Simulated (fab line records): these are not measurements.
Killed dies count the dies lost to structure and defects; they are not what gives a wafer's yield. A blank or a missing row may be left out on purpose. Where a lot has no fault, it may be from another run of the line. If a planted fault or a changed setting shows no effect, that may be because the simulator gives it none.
Struck lot and sound lot, side by side -- flow n5-finfet -- 36 steps out of a route of 1938
Sound: wafers L114.1, L114.4, L114.5. Wafers struck: L118.1, L118.5, L118.6. The cause is given at the end.
Each step with rows lists, per side, the tool, then ch with its chambers, then its first start. Under that, the readings that differ: sound wafers -- struck wafers -- difference of the means -- sigmas: that difference in standard deviations of wafers without a fault.
alike: readings with means less than 2 such deviations apart, plus words and numbers identical on both sides. not compared: withheld readings, readings lacking a value on some wafer, bounds such as >300 that could conceal the same value, and numbers that have no deviation in the record and whose values overlap.
The two part at a step that has a row with sigmas, a row that says differs or no value, or rows on one side only. Non-overlapping numbers with no deviation appear without sigmas and do not part them. Lack of a reading on every wafer of one side parts them only where that side has two or more wafers.

first, 9 steps without rows for these wafers: N5_BEOL_M4_ANNEAL_95 (time 240 s); N5_BEOL_M4_SPUTTER_96 (material Cu, target thk 4.5 nm, time 8.29 s); N5_BEOL_M4_ECD_50 (material Cu, target thk 300 nm); N5_BEOL_M4_ANNEAL_51 (time 90 s); N5_BEOL_M4_CMP_52 (polishes, stops on SiOC, t overpolish 6.8 s, target thk 40 nm); N5_BEOL_M4_PRE_CLEAN_60 (time 15 s); N5_BEOL_M4_CO_CAP_55 (material Co, precursor CCTBA/H2, target thk 2 nm, time 102.1 s); N5_BEOL_M4_PRE_CLEAN_56 (time 15 s); N5_BEOL_M4_DEP_57 (deposits SiCN from 3MS/NH3, target thk 8 nm, time 14 s).
N5_BEOL_M4_RC_MEAS_101:
  sound on prober-01 ch 0, day 9 16:57; struck on prober-01 ch 0, day 10 11:02
reading,sound,struck,difference,sigmas
SS_N (mV/dec),70.5 70.8 70.1,72.2 71.4 72.6,+1.6,+2
  alike: DIBL_N, DIBL_P, IOFF_N, IOFF_P, ION_N, ION_P, SS_P, VT_N, VT_P
then, 24 steps without rows for these wafers: N5_BEOL_M5_ILD_DEP_00 (deposits SiCOH lowk from DEMS/porogen, target thk 140.64 nm, time 25.9 s); N5_BEOL_M5_CURE_79 (cures SiCOH lowk, time 240 s); N5_BEOL_M5_PECVD_70 (deposits SiO2 from TEOS/O2, target thk 16 nm, time 18 s); N5_BEOL_M5_HM_DEP_02 (deposits TiN, target thk 20 nm); N5_BEOL_M5_COAT_59 (time 60 s, resist thk 60 nm); N5_BEOL_M5_COAT_60 (time 60 s, resist thk 12 nm); N5_BEOL_M5_COAT_71 (time 60 s, resist thk 5 nm); N5_BEOL_M5_COAT_05 (resist thk 30 nm); N5_BEOL_M5_EBR_07; N5_BEOL_M5_SOFTBAKE_06 (time 60 s); N5_BEOL_M5_EXPOSE_08 (exposes mask M5, target cd 28 nm); N5_BEOL_M5_PEB_09 (peb time 60 s); N5_BEOL_M5_DEVELOP_10 (develop time 30 s); N5_BEOL_M5_DESCUM_16 (chemistry O2, time 7 s); N5_BEOL_M5_ETCH_72 (etches underlayer in N2/H2, target depth 6.5 nm, time 5.2 s); N5_BEOL_M5_ETCH_61 (etches SiARC in CF4, target depth 15.6 nm, time 26 s); N5_BEOL_M5_ETCH_62 (etches SOC in N2/H2, target depth 75 nm, overetch 15 nm, time 112.5 s); N5_BEOL_M5_STRIP_63 (strips in N2/H2); N5_BEOL_M5_STRIP_73 (strips in N2/H2); N5_BEOL_M5_STRIP_64 (strips in CF4); N5_BEOL_M5_HM_OPEN_17 (chemistry Cl2/BCl3, target TiN, target depth 20 nm, overetch 6 nm); N5_BEOL_M5_STRIP_19 (strips in O2); N5_BEOL_M5_COAT_65 (time 60 s, resist thk 60 nm); N5_BEOL_M5_COAT_66 (time 60 s, resist thk 12 nm).
-- a jump in the record: the struck wafers' starts before and after are 3 days apart (it breaks off in module BEOL_M5 and resumes in module BEOL_M12, where the first step shown is number 1650 of the route) --
N5_BEOL_M12_SPUTTER_45: material Cu, target thk 80 nm, time 13.33 s.
  sound: pvd-sputter-03 at day 12 11:22; struck: pvd-sputter-03 at day 13 06:32
  no value came back on the struck wafers for any of 5 readings (bias-v (V), cathode-dc-power-W (W) and others); on the sound wafers bias-v (V) reads 59.9 59.7 60.2
N5_PASSIVATION_PROBE_49:
  sound: prober-02 at day 13 21:44; struck: prober-02 at day 14 14:30
reading,sound,struck,difference,sigmas
defect-limited-yield (%),91.5 93.5 90.3,0 0 0,-92,-66
killed_at_M4_up,6 9 10,1095 1095 1092,+1086,+99 or more
killed-dies,100 77 114,1180 1180 1180,+1083,+68
killed-on-rim,19 11 6,152 152 152,+140,+35
sort_bin_5_function (%),5.1 4.2 6.0,95.8 96.6 95.4,+90.8,+99 or more
sort-n-pass,1080 1103 1066,0 0 0,-1083,-68
sort-yield-pct (%),91.5 93.5 90.3,0 0 0,-92,-66
  alike: killed_at_M0_to_M3, killed-at-contacts, killed-at-front-end, killed-at-other, killed-open, killed-short, sort_bin_6_memory, sort_bin_8_speed

WHERE THEY PART
Earliest at N5_BEOL_M4_RC_MEAS_101; latest, in this record, at N5_PASSIVATION_PROBE_49.

WHY: what the simulator had put in
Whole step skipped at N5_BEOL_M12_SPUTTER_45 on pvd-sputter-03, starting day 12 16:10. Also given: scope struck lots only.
